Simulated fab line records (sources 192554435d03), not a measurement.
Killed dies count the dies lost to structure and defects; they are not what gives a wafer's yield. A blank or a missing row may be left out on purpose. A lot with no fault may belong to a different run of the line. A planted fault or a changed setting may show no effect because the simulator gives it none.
Chamber matching	flow n5_finfet	N5_BEOL_M3_DEP_57 on pecvd-04 has 3 sister chambers
The step deposits SiCN from 3MS/NH3, target thk 8 nm, time 14 s. 3 wafers are shown with their chamber, then 10 later ones without.

## WAFERS PAIRED WITH THEIR CHAMBERS
wafer	chamber	throttle_valve_pct (%)
L087.3	0	8.5
L089.1	1	9.5
L089.2	2	7.8

## WAFERS WHOSE CHAMBER IS MISSING
wafer	throttle_valve_pct (%)
L089.3	8.7
L089.4	9.4
L089.5	8.7
L089.6	7.9
L092.1	8.0
L092.2	8.9
L092.3	9.6
L096.2	7.9
L096.3	9.7
L096.6	8.5

## EACH ONE'S CHAMBER
wafer	from the rows above	in truth
L089.3	0	0
L089.4	1	1
L089.5	0	0
L089.6	2	2
L092.1	can't be placed: 2 or 0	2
L092.2	can't be placed: 0 or 1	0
L092.3	1	1
L096.2	2	2
L096.3	1	1
L096.6	0	0
8 of 10 placed correctly. Not placeable from these rows: 2 (in 2, the candidates include the true chamber). 0 placed wrongly.
How it was worked out, from the rows above alone: a wafer's distance from a chamber is the root of the sum, over the readings, of the square of ((its reading less the chamber's mean) divided by the reading's scatter). If the next closest chamber is less than 2 further off than the closest, the wafer can't be placed; otherwise it belongs to the closest. Each chamber's mean is taken over the wafers shown for it. The scatter: with one shown wafer a chamber, the root of the mean of the squares of how far each hidden wafer lies from its nearest shown one.
